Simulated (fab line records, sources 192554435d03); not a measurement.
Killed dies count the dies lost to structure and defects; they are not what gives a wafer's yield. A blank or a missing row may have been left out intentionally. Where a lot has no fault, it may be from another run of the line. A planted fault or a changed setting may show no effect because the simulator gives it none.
Chamber matching	flow n5Finfet	4 sister chambers for N5_HKMG_FIN_STRIP_93 on rieDiel-03
The step strips SOC in N2/H2, time 20 s. 8 wafers are shown with their chamber, then 11 later ones without.

## EACH WAFER AND ITS CHAMBER
wafer	chamber	drypumpMotorCurrentA (A)	throttleValvePct (%)
L085.4	1	5.8	18.8
L086.1	1	5.8	18.7
L086.2	2	6.3	18.6
L086.3	3	5.1	19.3
L087.1	2	6.3	18.6
L087.2	0	5.3	18.8
L087.5	0	5.3	18.8
L089.1	3	5.2	19.2

## WAFERS WHOSE CHAMBER IS MISSING
wafer	drypumpMotorCurrentA (A)	throttleValvePct (%)
L089.4	6.3	18.6
L089.6	6.3	18.6
L090.1	6.3	18.6
L090.5	6.3	18.6
L090.6	5.8	18.8
L093.2	5.3	18.9
L093.4	5.8	18.8
L093.6	5.2	19.3
L096.1	5.8	18.8
L096.3	6.3	18.7
L096.4	5.2	19.3

## EACH ONE'S CHAMBER
wafer	from the rows above	in truth
L089.4	2	2
L089.6	2	2
L090.1	2	2
L090.5	2	2
L090.6	1	1
L093.2	0	0
L093.4	1	1
L093.6	3	3
L096.1	1	1
L096.3	2	2
L096.4	3	3
Correctly placed: 11 of 11. From these rows, 0 cannot be placed. Placed wrongly: 0.
How it was worked out, from the rows above alone: a wafer's distance from a chamber is the root of the sum, over the readings, of the square of ((its reading less the chamber's mean) divided by the reading's scatter). The wafer belongs to the nearest chamber; if the next one is less than 2 further off, it can't be placed. Each chamber's mean is taken over the wafers shown for it. The scatter: the root of (the sum of the squares of (reading less its chamber's mean) over the shown wafers, divided by (wafers less chambers)).
